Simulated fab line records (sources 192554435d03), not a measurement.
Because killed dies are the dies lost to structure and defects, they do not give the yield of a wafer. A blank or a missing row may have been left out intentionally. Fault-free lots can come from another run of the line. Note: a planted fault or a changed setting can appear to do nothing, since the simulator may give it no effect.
Split-lot experiment -- flow n5 finfet -- 7 lots, 21 wafers read, on a route of 1938 steps

== THE SPLIT ITSELF ==
At N5_BEOL_M14_TRENCH_ETCH_34 (etches SiO2 in C4F8/O2/Ar, target depth 556.65 nm, time 126.9 s), the setting bias w was moved away from the recipe's 2040 W on 11 of the 21 wafers read, by -17.6% to -7.5%. This setting was run at the recipe's value on the other wafers.

The reading comes from the split's own step.

== THE READING ==
rf vpp V, in V, at N5_BEOL_M14_TRENCH_ETCH_34 (etches SiO2 in C4F8/O2/Ar, target depth 556.65 nm, time 126.9 s). Fault-free wafers of this fab line usually give 2223 V, standard deviation 55 V.

wafer,"tool, chamber at the split","bias w as run, W",against the recipe,"rf vpp V, V",against lot-mates on the recipe
L081.1,"rie diel-01, 2",2040,recipe,2200,-
L081.3,"rie diel-01, 3",2040,recipe,2245,-
L081.6,"rie diel-01, 2",2040,recipe,2199,-
L086.2,"rie diel-03, 1",2040,recipe,2262,-
L086.5,"rie diel-03, 0",2040,recipe,2197,-
L086.6,"rie diel-03, 3",2040,recipe,2303,-
L087.3,"rie diel-01, 1",1886,-7.5%,2023,-169
L087.4,"rie diel-01, 0",2040,recipe,2192,-
L087.5,"rie diel-01, 0",1886,-7.5%,2074,-118
L093.1,"rie diel-03, 1",1681,-17.6%,1973,-305
L093.3,"rie diel-03, 2",2040,recipe,2278,-
L093.4,"rie diel-03, 1",1681,-17.6%,1973,-305
L094.2,"rie diel-05, 0",1833,-10.1%,2020,-254
L094.3,"rie diel-05, 2",1833,-10.1%,1988,-286
L094.4,"rie diel-05, 3",2040,recipe,2274,-
L095.1,"rie diel-05, 2",1680,-17.6%,1869,-451
L095.3,"rie diel-05, 1",2040,recipe,2320,-
L095.4,"rie diel-05, 0",1680,-17.6%,1898,-422
L097.1,"rie diel-03, 2",1723,-15.5%,2022,no lot-mate on the recipe
L097.2,"rie diel-03, 3",1723,-15.5%,2044,no lot-mate on the recipe
L097.4,"rie diel-03, 3",1723,-15.5%,2042,no lot-mate on the recipe

FIT RESULTS
A straight line over all 21 wafers: rf vpp V changes by +16.9 V for each +1% of bias w; r = +0.92; the points scatter about the line by 56 V.
The same after taking each lot's own level away (the mean of its wafers on the recipe; 18 wafers): +21.5 V for each +1%; r = +0.96; scatter 45 V.
Per that fit: largest bias w move, reading shift of 3.8e+02 V.
The span of the lots' own levels, 2192.0 to 2320.0 V, comes to 2.3 times the standard deviation stated above.
Hence the slope depends on the lot-to-lot level, as the two fits are not the same.
Check: -364 V against its lot-mates is what the line predicts for one of the wafers moved furthest among these (-17.6%) when that wafer is left out of the fit. It came out at -451 V against them.
Tool readings at the split's step, against how far the setting was moved: rf vpp V r = +0.92.

== FURTHER SPLITS ON THESE WAFERS ==
Before the reading, these wafers also passed through other splits. Each is held against what the fit with the lots' levels taken away leaves over:
other split on the same wafers,wafers away from the commonest value,r with rf vpp V (lot level and that fit taken away)
N5_BEOL_M8_HM_DEP_02 target thk a,5,+0.25
N5_BEOL_M9_HM_DEP_02 target thk a,2,-0.18
N5_BEOL_M9_EXPOSE_08 dose mj,5,-0.05
N5_BEOL_M10_ETCH_41 source w,7,-0.06
N5_BEOL_M11_ETCH_41 time s,6,-0.45

== THE FILE'S OWN FIT ==
rf vpp V changes by +21.6 V for each +1% of bias w, r = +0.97.
